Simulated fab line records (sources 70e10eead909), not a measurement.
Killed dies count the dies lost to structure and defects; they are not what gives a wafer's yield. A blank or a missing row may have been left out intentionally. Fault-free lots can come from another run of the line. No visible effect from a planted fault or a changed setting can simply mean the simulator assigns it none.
Matching of chambers    flow nand_harc    NHARC_A_BONDPAD_CMP_29 on cmp-01 has 4 sister chambers
The step polishes SiCN, target thk 200 nm. 4 wafers are shown with their chamber, then 9 later ones without.

== WAFERS WITH THEIR CHAMBER ==
wafer   chamber  motor_current_A (A)
L080.5  1        12.0
L084.3  2        13.6
L087.4  3        12.3
L087.5  0        13.2

== WAFERS WHOSE CHAMBER IS MISSING ==
wafer   motor_current_A (A)
L089.1  11.9
L089.2  14.0
L089.4  12.8
L093.1  11.4
L093.4  14.0
L093.6  11.7
L097.1  12.5
L097.2  13.2
L097.4  11.9

== WHICH CHAMBER EACH WENT THROUGH ==
wafer   from the rows above                in truth
L089.1  can't be placed: 1 or 3            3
L089.2  can't be placed: 2 or 0            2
L089.4  can't be placed: 0 or 3 or 2 or 1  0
L093.1  can't be placed: 1 or 3            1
L093.4  can't be placed: 2 or 0            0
L093.6  can't be placed: 1 or 3            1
L097.1  can't be placed: 3 or 1 or 0       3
L097.2  can't be placed: 0 or 2            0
L097.4  can't be placed: 1 or 3            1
Placed correctly: 0 of 9. Cannot be placed on the basis of these rows: 9; the candidates contain the true chamber in 9. 0 placed wrongly.
How it was worked out, from the rows above alone: a wafer's distance from a chamber is the root of the sum, over the readings, of the square of ((its reading less the chamber's mean) divided by the reading's scatter). If the next closest chamber is less than 2 further off than the closest, the wafer can't be placed; otherwise it belongs to the closest. The mean given for a chamber averages the wafers shown for that chamber. The scatter (one wafer shown for each chamber): square how far every hidden wafer sits from the nearest shown wafer, average those squares and take the square root.
